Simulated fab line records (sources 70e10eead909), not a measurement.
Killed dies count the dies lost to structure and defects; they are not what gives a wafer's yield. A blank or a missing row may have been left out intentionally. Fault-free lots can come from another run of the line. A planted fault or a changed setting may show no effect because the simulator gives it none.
fab line records ; flow nand_harc
record: lots: 11; wafers: 33; last_day: 34
route steps=1302 shown P_BONDPAD@371 A_ZERO_WELL@404 A_SOURCE_PLATE@423 END@1302
lots with no fault: from the same line, run without faults
start_h: start of the lot's first displayed wafer, in hours after the record's first day ; wait_h: hours elapsed since this lot's preceding step ; " as in the row above ; L1.1+2: several wafers, shown together as one row ; - value missing, or start not given ; * or withheld: withheld ; < > ~ a bound
route shown NAME@n: names a module that has steps shown in the file, with the first one's number in the route ; usual: average and standard deviation across the fault-free wafers ; same: alike in all rows ; chamber/n: place in a boat ; sites: readings site by site ; _std_site: standard deviation across them ; _edge_site: mean of outer sites minus mean of inner sites ; radius_mm: how far each site lies from the wafer's centre ; mask NAME#n: copy n ; behind: the most recent tool/chamber to have shaped the wafer ; hold: reason for holding the lot/hours on hold/outcome of the hold ; device: whichever transistor did not switch (one of n, p or np) ; end of line: the same wafers' tests at the end of the route ; a step without rows: its recipe alone ; killed: at the first sort, the dies lost to defects and structure; wafer yield is something else ; map: dies across one wafer; x = killed, . = not, _ = none there
set.NAME: the setting that was run; set.NAME@STEP: the one run at that earlier step ; model.NAME: the simulator's own value behind a step, which no gauge read
the route's steps for a sample of lots (tables are steps, rows are wafers)
services: when a tool's chamber went out of use (start_h, in hours from the record's first day, below 0 if earlier), for how many hours, and the reason
== steps ==
step: NHARC_P_BONDPAD_STRIP_15
recipe: o2_flow_sccm: 500; ar_flow_sccm: 0; bias_w: 0; chemistry: O2
usual: drypump_motor_current_A: 5.5/0.43; oes_product_au: 1.001/0.012; rf_vpp_V: 57.9/0.85; showerhead_plenum_p_Torr: 3.59/0.15; throttle_valve_pct: 17.037/0.0093
lot.wafer;tool;chamber;start_h;wait_h;drypump_motor_current_A;oes_product_au;rf_hours_counter_h;rf_vpp_V;showerhead_plenum_p_Torr;throttle_valve_pct
L432.4;rie_diel-08;1;165.09;0.1;5.1;1.009;7.4;57.9;3.43;17.037
L432.2;rie_diel-08;2;165.09;0.1;5.3;1.005;7.3;56.3;3.65;17.037
L432.6;rie_diel-08;1;165.09;0.1;5.1;1.014;-;58.8;3.43;17.040
L433.2;rie_diel-12;2;178.37;0.1;4.8;0.984;4.4;57.3;3.59;17.035
L433.3;rie_diel-12;0;178.37;0.1;5.3;0.974;5.1;58.1;3.64;17.037
L433.6;rie_diel-12;3;178.37;0.1;5.1;1.002;-;58.9;3.62;17.041
L434.2;rie_diel-05;2;191.56;0.1;5.9;1.005;3.2;57.8;3.76;17.035
L434.6;rie_diel-05;2;191.56;0.1;5.9;1.000;-;59.6;3.76;17.046
L434.4;rie_diel-05;3;191.56;0.1;5.4;1.003;-;59.1;3.79;17.036
L435.3;rie_diel-05;0;196.11;0.2;6.1;0.980;3.4;56.1;3.37;17.034
L435.4;rie_diel-05;2;196.11;0.2;5.9;0.982;-;58.2;3.76;17.050
L435.6;rie_diel-05;3;196.11;0.2;5.4;0.994;-;59.3;3.79;17.036
L436.1;rie_diel-05;0;205.90;0.1;6.1;0.985;3.7;58.2;3.37;17.052
L436.6;rie_diel-05;3;205.90;0.1;5.4;1.009;-;57.6;3.79;17.044
L436.5;rie_diel-05;0;205.90;0.1;6.1;0.988;-;57.4;3.37;17.047
L438.1;rie_diel-12;0;231.65;0.1;5.3;0.984;9.0;58.2;3.63;17.054
L438.4;rie_diel-12;2;231.65;0.1;4.9;0.988;7.3;57.2;3.59;17.038
L438.6;rie_diel-12;1;231.65;0.1;6.1;0.990;-;57.2;3.53;17.037
L446.2;rie_diel-08;2;309.05;0.1;5.3;1.015;9.0;57.6;3.64;17.047
L446.3;rie_diel-08;3;309.05;0.1;6.0;0.997;5.7;58.4;3.73;17.043
L446.6;rie_diel-08;1;309.05;0.1;5.1;1.009;-;58.3;3.43;17.028
L447.1;rie_diel-12;2;313.93;0.1;4.9;1.005;2.0;57.9;3.58;17.032
L447.2;rie_diel-12;0;313.93;0.1;5.3;0.988;2.1;57.5;3.63;17.028
L447.6;rie_diel-12;2;313.93;0.1;4.9;0.994;-;59.6;3.59;17.050
L449.2;rie_diel-12;1;346.89;0.1;6.1;0.996;4.1;57.6;3.53;17.041
L449.1;rie_diel-12;3;346.89;0.1;5.1;1.013;4.0;57.3;3.62;17.021
L449.5;rie_diel-12;0;346.89;0.1;5.3;0.979;-;59.0;3.63;17.036
L451.4;rie_diel-05;3;358.22;0.1;5.4;0.992;1.7;59.6;3.78;17.034
L451.1;rie_diel-05;1;358.22;0.1;6.2;1.013;2.0;58.6;3.57;17.030
L451.3;rie_diel-05;2;358.22;0.1;5.9;0.998;1.8;60.2;3.76;17.030
L452.2;rie_diel-05;0;373.67;0.1;6.1;0.997;2.9;56.9;3.37;17.026
L452.6;rie_diel-05;3;373.67;0.1;5.4;1.010;-;57.8;3.78;17.038
L452.5;rie_diel-05;0;373.67;0.1;6.1;1.005;-;57.5;3.37;17.041
step: NHARC_P_BONDPAD_THK_MEAS_20
recipe: thk_meas_gauge: xrf
usual: thk_nm: 160.8/1.3
lot.wafer;tool;chamber;start_h;wait_h;thk_nm
L432.2;film_metro-01;-;167.04;-;161.6
L432.4;film_metro-01;-;167.04;-;161.1
L432.6;film_metro-01;-;167.04;-;160.7
L433.2;film_metro-02;-;180.34;-;160.7
L433.3;film_metro-02;-;180.34;-;160.4
L433.6;film_metro-02;-;180.34;-;161.2
L434.2;film_metro-01;-;193.54;-;161.6
L434.4;film_metro-01;-;193.54;-;161.1
L434.6;film_metro-01;-;193.54;-;158.7
L435.3;film_metro-01;-;198.07;-;159.6
L435.4;film_metro-01;-;198.07;-;162.1
L435.6;film_metro-01;-;198.07;-;158.4
L436.1;film_metro-02;-;207.88;-;159.6
L436.5;film_metro-02;-;207.88;-;160.3
L436.6;film_metro-02;-;207.88;-;160.7
L438.1;film_metro-02;-;233.61;-;160.8
L438.4;film_metro-02;-;233.61;-;161.0
L438.6;film_metro-02;-;233.61;-;161.3
L446.2;film_metro-02;-;311.01;-;160.8
L446.3;film_metro-02;-;311.01;-;161.2
L446.6;film_metro-02;-;311.01;-;161.0
L447.1;film_metro-02;-;315.88;-;161.1
L447.2;film_metro-02;-;315.88;-;160.9
L447.6;film_metro-02;-;315.88;-;160.8
L449.1;film_metro-02;-;348.86;-;160.7
L449.2;film_metro-02;-;348.86;-;160.5
L449.5;film_metro-02;-;348.86;-;159.1
L451.1;film_metro-02;-;360.17;-;160.8
L451.3;film_metro-02;-;360.17;-;160.8
L451.4;film_metro-02;-;360.17;-;159.3
L452.2;film_metro-01;-;375.61;-;159.8
L452.5;film_metro-01;-;375.61;-;159.9
L452.6;film_metro-01;-;375.61;-;160.4
step: NHARC_A_ZERO_WELL_ETCH_19
recipe: target_depth_a: 800; overetch_a: 240; time_s: 87.88; ion_energy_ev: 200; n2_flow_sccm: 150; h2_flow_sccm: 150; ar_flow_sccm: 0; rf_w: 400; bias_w: 150; chemistry: N2/H2
usual: drypump_motor_current_A: 5.5/0.41; oes_product_au: 1.001/0.012; rf_vpp_V: 430.6/2.6; showerhead_plenum_p_Torr: 2.04/0.087; throttle_valve_pct: 14.171/0.0089
lot.wafer;tool;chamber;start_h;wait_h;drypump_motor_current_A;oes_product_au;rf_hours_counter_h;rf_vpp_V;showerhead_plenum_p_Torr;throttle_valve_pct
L432.2;rie_diel-09;1;168.95;0.1;5.9;1.015;0;431.2;2.08;14.178
L432.4;rie_diel-09;3;168.95;0.1;5.8;1.001;0;430.6;2.07;14.178
L432.6;rie_diel-09;1;168.95;0.1;5.9;1.002;-;430.9;2.08;14.148
L433.3;rie_diel-09;1;182.11;0.1;5.9;1.008;1;432.6;2.08;14.172
L433.2;rie_diel-09;3;182.11;0.1;5.9;0.979;1;431.9;2.07;14.165
L433.6;rie_diel-09;2;182.11;0.1;5.2;0.992;-;426.8;1.91;14.158
L434.4;rie_diel-09;3;195.32;0.1;5.8;1.000;1;432.0;2.07;14.174
L434.2;rie_diel-09;1;195.32;0.1;5.8;1.016;1;432.0;2.08;14.173
L434.6;rie_diel-09;2;195.32;0.1;5.2;1.000;-;427.4;1.91;14.170
L435.3;rie_diel-09;3;199.92;0.1;5.8;1.000;1;433.5;2.07;14.154
L435.4;rie_diel-09;1;199.92;0.1;5.8;1.032;1;431.3;2.08;14.166
L435.6;rie_diel-09;2;199.92;0.1;5.2;0.994;-;426.5;1.91;14.185
L436.1;rie_diel-09;2;209.53;0.1;5.2;0.982;1;426.0;1.91;14.163
L436.5;rie_diel-09;3;209.53;0.1;5.9;0.979;-;432.0;2.07;14.162
L436.6;rie_diel-09;0;209.53;0.1;4.8;1.010;-;430.2;2.03;14.176
L438.4;rie_diel-09;1;235.39;0.1;5.9;1.014;2;431.5;2.08;14.155
L438.1;rie_diel-09;2;235.39;0.1;5.3;0.998;2;425.9;1.91;14.166
L438.6;rie_diel-09;3;235.39;0.1;5.8;1.004;-;431.2;2.07;14.186
L446.2;rie_diel-09;3;312.78;0.1;5.9;0.994;6;432.1;2.07;14.182
L446.3;rie_diel-09;0;312.78;0.1;4.9;1.009;6;430.1;2.03;14.171
L446.6;rie_diel-09;0;312.78;0.1;4.9;1.004;-;432.3;2.03;14.165
L447.1;rie_diel-02;2;317.64;0.1;5.3;1.019;3;427.4;1.90;14.171
L447.2;rie_diel-02;0;317.64;0.1;5.7;1.000;23;431.6;2.13;14.165
L447.6;rie_diel-02;1;317.64;0.1;5.0;1.016;-;433.8;2.12;14.182
L449.1;rie_diel-02;0;350.65;0.1;5.7;0.992;28;433.3;2.12;14.167
L449.2;rie_diel-02;1;350.65;0.1;5.0;1.008;28;433.1;2.12;14.165
L449.5;rie_diel-02;3;350.65;0.1;6.1;0.982;-;433.2;2.13;14.172
L451.1;rie_diel-09;1;361.94;0.1;5.8;1.012;1;431.2;2.08;14.168
L451.4;rie_diel-09;2;361.94;0.1;5.3;0.999;0;427.3;1.91;14.165
L451.3;rie_diel-09;0;361.94;0.1;4.8;1.011;1;430.3;2.03;14.172
L452.2;rie_diel-09;0;377.38;0.1;4.9;1.002;1;430.4;2.03;14.171
L452.5;rie_diel-09;2;377.38;0.1;5.3;0.992;-;426.5;1.91;14.190
L452.6;rie_diel-09;3;377.38;0.1;5.8;0.988;-;431.3;2.07;14.162
step: NHARC_A_ZERO_WELL_ETCH_13
recipe: target_depth_a: 1200; time_s: 40.1; hbr_flow_sccm: 150; cl2_flow_sccm: 50; rf_w: 400; icp_w: 400; bias_w: 100; chemistry: HBr/Cl2
usual: drypump_motor_current_A: 5.7/0.53; oes_product_au: 1.001/0.0078; throttle_valve_pct: 26.406/0.0093
lot.wafer;tool;chamber;start_h;wait_h;drypump_motor_current_A;oes_product_au;rf_hours_counter_h;throttle_valve_pct
L432.4;rie_si-02;3;169.09;-;5.8;1.007;0.32;26.411
L432.2;rie_si-02;0;169.09;-;4.7;0.988;0.43;26.400
L432.6;rie_si-02;2;169.09;-;5.4;1.011;-;26.406
L433.3;rie_si-03;1;182.25;-;5.6;0.998;1.04;26.413
L433.2;rie_si-03;2;182.25;-;5.8;1.004;0.38;26.415
L433.6;rie_si-03;0;182.25;-;5.9;1.013;-;26.404
L434.2;rie_si-02;3;195.44;-;5.8;1.016;0.48;26.397
L434.4;rie_si-02;1;195.44;-;6.7;1.008;0.66;26.410
L434.6;rie_si-02;3;195.44;-;5.8;1.016;-;26.395
L435.4;rie_si-05;1;200.04;-;6.5;1.005;0.23;26.406
L435.3;rie_si-05;3;200.04;-;6.1;1.001;0.29;26.404
L435.6;rie_si-05;1;200.04;-;6.5;1.006;-;26.396
L436.1;rie_si-02;0;209.64;-;4.8;0.998;0.64;26.412
L436.5;rie_si-02;3;209.64;-;5.8;1.006;-;26.420
L436.6;rie_si-02;0;209.64;-;4.7;0.990;-;26.398
L438.1;rie_si-02;2;235.52;-;5.5;1.019;0.81;26.412
L438.4;rie_si-02;3;235.52;-;5.8;1.002;0.79;26.407
L438.6;rie_si-02;0;235.52;-;4.8;0.984;-;26.385
L446.3;rie_si-03;1;312.93;-;5.6;0.994;0.54;26.385
L446.2;rie_si-03;2;312.93;-;5.8;1.002;0.50;26.403
L446.6;rie_si-03;0;312.93;-;6.0;0.995;-;26.419
L447.1;rie_si-02;3;317.77;-;5.8;1.001;0.14;26.409
L447.2;rie_si-02;1;317.77;-;6.6;0.990;0.16;26.406
L447.6;rie_si-02;3;317.77;-;5.8;1.005;-;26.414
L449.1;rie_si-02;1;350.75;-;6.7;1.004;0.36;26.413
L449.2;rie_si-02;2;350.75;-;5.5;1.000;0.41;26.392
L449.5;rie_si-02;2;350.75;-;5.5;1.000;-;26.399
L451.1;rie_si-05;0;362.06;-;4.8;0.984;0.42;26.410
L451.4;rie_si-05;1;362.06;-;6.4;1.009;0.42;26.410
L451.3;rie_si-05;3;362.06;-;6.2;0.991;0.22;26.406
L452.2;rie_si-02;2;377.48;-;5.5;0.996;0.58;26.401
L452.5;rie_si-02;2;377.48;-;5.5;0.999;-;26.403
L452.6;rie_si-02;3;377.48;-;5.8;1.010;-;26.407
step: NHARC_A_ZERO_WELL_INSPECT_17
usual: raw_defect_count: 11/5.2
lot.wafer;tool;chamber;start_h;wait_h;raw_defect_count
L432.2;defect_inspect-01;-;170.18;0.1;6
L432.4;defect_inspect-01;-;170.18;0.1;5
L432.6;defect_inspect-01;-;170.18;0.1;9
L433.2;defect_inspect-01;-;183.33;0.1;13
L433.3;defect_inspect-01;-;183.33;0.1;12
L433.6;defect_inspect-01;-;183.33;0.1;8
L434.2;defect_inspect-01;-;196.53;0.1;13
L434.4;defect_inspect-01;-;196.53;0.1;5
L434.6;defect_inspect-01;-;196.53;0.1;10
L435.3;defect_inspect-02;-;201.13;0.1;18
L435.4;defect_inspect-02;-;201.13;0.1;15
L435.6;defect_inspect-02;-;201.13;0.1;12
L436.1;defect_inspect-02;-;210.73;0.2;17
L436.5;defect_inspect-02;-;210.73;0.2;6
L436.6;defect_inspect-02;-;210.73;0.2;7
L438.1;defect_inspect-02;-;236.67;0.2;10
L438.4;defect_inspect-02;-;236.67;0.2;462
L438.6;defect_inspect-02;-;236.67;0.2;15
L446.2;defect_inspect-01;-;314.00;0.1;11
L446.3;defect_inspect-01;-;314.00;0.1;9
L446.6;defect_inspect-01;-;314.00;0.1;10
L447.1;defect_inspect-02;-;318.87;0.2;5
L447.2;defect_inspect-02;-;318.87;0.2;6
L447.6;defect_inspect-02;-;318.87;0.2;7
L449.1;defect_inspect-02;-;351.85;0.2;5
L449.2;defect_inspect-02;-;351.85;0.2;14
L449.5;defect_inspect-02;-;351.85;0.2;19
L451.1;defect_inspect-02;-;363.15;0.2;7
L451.3;defect_inspect-02;-;363.15;0.2;9
L451.4;defect_inspect-02;-;363.15;0.2;10
L452.2;defect_inspect-02;-;378.58;0.1;6
L452.5;defect_inspect-02;-;378.58;0.1;5
L452.6;defect_inspect-02;-;378.58;0.1;4
step: NHARC_A_SOURCE_PLATE_INSPECT_08
usual: raw_defect_count: 54/19
lot.wafer;tool;chamber;start_h;wait_h;raw_defect_count
L432.2;defect_inspect-01;-;192.27;0.0;70
L432.4;defect_inspect-01;-;192.27;0.0;55
L432.6;defect_inspect-01;-;192.27;0.0;76
L433.2;defect_inspect-01;-;203.18;0.0;56
L433.3;defect_inspect-01;-;203.18;0.0;61
L433.6;defect_inspect-01;-;203.18;0.0;68
L435.3;defect_inspect-02;-;221.04;0.0;47
L435.4;defect_inspect-02;-;221.04;0.0;65
L435.6;defect_inspect-02;-;221.04;0.0;36
L434.2;defect_inspect-01;-;221.06;0.0;37
L434.4;defect_inspect-01;-;221.06;0.0;43
L434.6;defect_inspect-01;-;221.06;0.0;61
L436.1;defect_inspect-02;-;230.78;0.0;33
L436.5;defect_inspect-02;-;230.78;0.0;31
L436.6;defect_inspect-02;-;230.78;0.0;20
L438.1;defect_inspect-01;-;256.67;0.0;55
L438.4;defect_inspect-01;-;256.67;0.0;522
L438.6;defect_inspect-01;-;256.67;0.0;77
L446.2;defect_inspect-02;-;335.20;0.0;50
L446.3;defect_inspect-02;-;335.20;0.0;46
L446.6;defect_inspect-02;-;335.20;0.0;28
L447.1;defect_inspect-02;-;339.32;0.0;48
L447.2;defect_inspect-02;-;339.32;0.0;88
L447.6;defect_inspect-02;-;339.32;0.0;46
L449.1;defect_inspect-01;-;372.53;0.0;58
L449.2;defect_inspect-01;-;372.53;0.0;46
L449.5;defect_inspect-01;-;372.53;0.0;56
L451.1;defect_inspect-02;-;383.79;0.0;45
L451.3;defect_inspect-02;-;383.79;0.0;59
L451.4;defect_inspect-02;-;383.79;0.0;41
L452.2;defect_inspect-02;-;398.40;0.0;20
L452.5;defect_inspect-02;-;398.40;0.0;34
L452.6;defect_inspect-02;-;398.40;0.0;27
step: NHARC_END_SORT_01
recipe: temp_c: 25
usual: killed_at_array: 52/17; killed_at_other: 0.9/1.2; killed_at_periphery: 3.9/2.7; killed_dies: 57/16; killed_open: 3.3/1.9; killed_short: 2.5/1.5
same: gross_dies: 677
lot.wafer;tool;chamber;start_h;wait_h;killed_at_array;killed_at_other;killed_at_periphery;killed_dies;killed_open;killed_short
L438.1;prober-02;0;654.81;2.5;57;3;6;66;3;2
L438.4;prober-02;0;657.23;3.4;125;1;4;130;4;0
L438.6;prober-02;0;658.83;4.0;55;2;5;62;3;2
killed by level:class
L438.1 A_CHANNEL_HOLE_D1:chamber_film_flake=35 A_CONTACT:chamber_film_flake=9 A_CHANNEL_HOLE_D2:chamber_film_flake=7 A_SLIT:chamber_film_flake=3 THIN_TSV:chamber_film_flake=3 P_CONTACT:geometric_particle:open=2 P_STI:chamber_film_flake=2 P_M0:geometric_particle:open=1
L438.4 A_ZERO_WELL:unspecified=80 A_CHANNEL_HOLE_D1:chamber_film_flake=29 A_CHANNEL_HOLE_D2:chamber_film_flake=7 A_CONTACT:chamber_film_flake=6 P_STI:chamber_film_flake=2 P_GATE:geometric_particle:open=1 P_CONTACT:geometric_particle:open=1 A_ONON_D1:geometric_particle:open=1
L438.6 A_CHANNEL_HOLE_D1:chamber_film_flake=29 A_CHANNEL_HOLE_D2:chamber_film_flake=12 A_CONTACT:chamber_film_flake=6 P_STI:chamber_film_flake=4 A_CHANNEL_FILL_D1:chamber_film_flake=2 THIN_TSV:chamber_film_flake=2 A_ONON_D1:geometric_particle:open=1 A_DECK1_JOINT:geometric_particle:short=1
== services ==
tool;chamber;start_h;hours;kind
rie_diel-05;1;142.28;9.5;repair
rie_diel-09;-;143.10;9.0;pm
rie_diel-12;-;169.54;0.1;repair
rie_diel-09;2;170.64;4.4;repair
rie_diel-05;1;171.65;10.0;repair
rie_si-02;2;177.68;2.4;repair
rie_diel-08;1;178.56;8.2;repair
rie_diel-05;3;182.95;2.4;repair
rie_diel-08;-;190.80;9.0;pm
rie_diel-05;1;191.18;6.6;repair
rie_si-03;3;211.86;4.7;repair
rie_diel-02;-;216.92;9.0;pm
rie_si-03;-;221.00;9.0;pm
rie_si-05;-;224.36;1.7;repair
rie_diel-05;-;229.60;9.0;pm
rie_diel-02;2;238.83;70.3;repair
rie_diel-08;-;244.33;0.6;repair
rie_diel-05;-;260.30;59.0;repair
rie_diel-12;3;263.90;6.3;repair
rie_diel-12;-;268.40;9.0;pm
rie_si-02;-;277.00;9.0;pm
rie_diel-09;2;286.71;44.4;repair
rie_diel-09;-;320.10;9.0;pm
rie_diel-12;2;331.56;6.1;repair
== key ==
first_sign: step: NHARC_A_ZERO_WELL_INSPECT_17; reading: raw_defect_count; direction: up; sigmas: 86; usual: 11; struck: 462
effect: step: NHARC_A_SOURCE_PLATE_INSPECT_08; reading: raw_defect_count; direction: up; sigmas: 25; usual: 54; struck: 522
effect: step: NHARC_END_SORT_01; reading: killed_dies; direction: up; sigmas: 4.5; usual: 57; struck: 130
more_kills_born_at: NHARC_A_ZERO_WELL_ETCH_13@rie_si-02: 80
met_at NHARC_A_ZERO_WELL_ETCH_13
struck_lots L438
struck_wafers L438.4
tester_left_out L438
not_acting_at NHARC_P_BONDPAD_STRIP_15,NHARC_P_BONDPAD_THK_MEAS_20,NHARC_A_ZERO_WELL_ETCH_19
onset_between 209.64 235.52
fault: kind: chamber_particle_source; tool: rie_si-02; chamber: 3; onset_h: 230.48; steps: NHARC_A_ZERO_WELL_ETCH_13; rate_per_visit_cm2: 0.61137; end_h: 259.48
tester_left_out: of these lots the tester's yield and bins aren't shown, on N5 and GAA mostly nor the transistor test; their killed dies are dies lost to structure and defects alone, not to doping, threshold or leakage, so they don't give the yield
